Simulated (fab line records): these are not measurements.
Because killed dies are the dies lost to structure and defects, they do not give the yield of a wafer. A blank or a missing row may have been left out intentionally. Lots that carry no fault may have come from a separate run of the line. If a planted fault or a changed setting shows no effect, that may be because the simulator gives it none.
Code-filled problem report in 8D (eight disciplines) form    flow n5_finfet    the parts of the form that need people (team, actions taken, sign-off) are left out

1. WHAT IS WRONG
At N5_SD_EPI_N_COAT_33, spin_speed_rpm averages 1430.8 rpm over 9 wafers from 3 lots, while fault-free wafers read 1499.7 rpm, standard deviation 1.1. Measured from the usual mean, that is -63 standard deviations.
The step: time 60 s, resist thk 35 nm.
The first sign was on wafer L801.2 at day 7 02:57, on litho_track-02. Wafers with a number at this step in the record: 15, from 5 lots. The rule behind "out" and "out of limits": a value lying over 4 standard deviations away from the usual mean. All remaining wafers that have a number are taken as sound.

2. WHAT THIS IS AND IS NOT
question                     is                      is not
which readings at this step  spin_speed_rpm          -
which lots                   L801, L802, L806        L789, L792
which wafers of those lots   all that have a number  -
read on which tools          litho_track-02          litho_track-05
when                         from day 7 02:57        up to then (6 sound wafers)

3. WHAT RULES OUT EACH SUSPECT
Counting: a tool at a process step up to the reading stays a suspect if it ran every lot that is out and no sound lot after the first of them.
- litho_track-02 at N5_SD_EPI_N_COAT_33 (time 60 s, resist thk 35 nm): kept. All lots that are out passed through it, beginning with L801 at day 7 02:57, and no sound lot followed; its final sound lot before that point was L789 at day 4 03:12. Out on those wafers are its own readings of spin_speed_rpm.
After counting, what remains is litho_track-02 at N5_SD_EPI_N_COAT_33.

4. THE CAUSE (what the simulator had put in)
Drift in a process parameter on litho_track-02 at N5_SD_EPI_N_COAT_33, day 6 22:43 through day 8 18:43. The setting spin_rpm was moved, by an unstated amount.
The count eliminated every tool but this one.

5. SEQUENCE OF EFFECTS, ordered by route
Each row: a reading where the mean over the struck wafers with a number is more than 3 standard deviations away from the usual. Only readings whose record carries a usual standard deviation are examined. hours: median over the lots of the time between each lot's start at the first step of this table that gives one and its start at this step. sigmas: the change, counted in usual standard deviations.
hours  step                 reading         usual       on struck wafers  change  sigmas
0      N5_SD_EPI_N_COAT_33  spin_speed_rpm  1499.7 rpm  1430.8            -68.9   -63
It contains these process steps:
- N5_SD_EPI_N_COAT_33: time 60 s, resist thk 35 nm.
Later measuring or inspecting steps at which every struck wafer that the step has a row for has a number for every such reading, and none has moved that far: N5_BEOL_M4_RC_MEAS_101.

6. WHAT WOULD HAVE CAUGHT IT SOONER
First out-of-limits reading in this record: day 7 02:57, which is 4 hours after fault onset at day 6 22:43.
